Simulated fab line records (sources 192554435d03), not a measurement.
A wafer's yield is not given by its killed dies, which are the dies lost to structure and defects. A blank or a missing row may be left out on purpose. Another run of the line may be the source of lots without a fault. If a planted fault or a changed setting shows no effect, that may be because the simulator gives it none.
Matching of chambers    flow n5-finfet    4 sister chambers for N5_BEOL_M14_DESCUM_15 on rie-diel-04
The step chemistry O2, time 7.9 s. 14 wafers are shown with their chamber, then 7 later ones without.

EACH WAFER AND ITS CHAMBER
wafer   chamber  throttle-valve-pct (%)  showerhead-plenum-p-Torr (Torr)  oes-product-au (a.u.)
L799.2  3        20.60                   2.14                             0.92
L799.5  2        20.10                   2.08                             0.75
L799.6  1        20.58                   2.09                             0.77
L801.2  1        20.60                   2.08                             0.77
L801.4  1        20.60                   2.08                             0.76
L801.5  2        20.13                   2.08                             0.75
L803.1  1        20.60                   2.08                             0.77
L803.5  3        20.63                   2.14                             0.90
L803.6  1        20.60                   2.08                             0.77
L807.1  0        19.98                   2.05                             0.94
L807.2  1        20.62                   2.08                             0.76
L807.5  3        20.64                   2.14                             0.87
L813.2  2        20.14                   2.07                             0.72
L813.3  3        20.66                   2.13                             0.87

SIGNATURES, as means of the wafers listed above
reading                   chamber 0  chamber 1  chamber 2  chamber 3  scatter within a chamber
throttle-valve-pct        19.9800    20.6000    20.1233    20.6325    0.0188
showerhead-plenum-p-Torr  2.0500     2.0817     2.0767     2.1375     0.00474
oes-product-au            0.9400     0.7667     0.7400     0.8900     0.0159
Rule: for a wafer and a chamber, the distance is found by dividing, reading by reading, the gap between the wafer's reading and the chamber's mean by the reading's scatter, squaring, summing and taking the root. If the next closest chamber is less than 2 further off than the closest, the wafer can't be placed; otherwise it belongs to the closest. The scatter: the root of (the sum of the squares of (reading less its chamber's mean) over the shown wafers, divided by (wafers less chambers)).

WAFERS MISSING THEIR CHAMBER
wafer   throttle-valve-pct (%)  showerhead-plenum-p-Torr (Torr)  oes-product-au (a.u.)
L813.5  20.66                   2.13                             0.87
L816.3  20.00                   2.04                             0.90
L816.5  20.17                   2.07                             0.72
L816.6  20.66                   2.13                             0.86
L815.2  20.66                   2.13                             0.86
L815.4  20.00                   2.04                             0.90
L815.5  20.16                   2.07                             0.72

CHAMBER TAKEN BY EACH
wafer   from the rows above  in truth
L813.5  3                    3
L816.3  0                    0
L816.5  2                    2
L816.6  3                    3
L815.2  3                    3
L815.4  0                    0
L815.5  2                    2
Correct placement for 7 of the 7. Number that these rows cannot place: 0. Placed wrongly: 0.
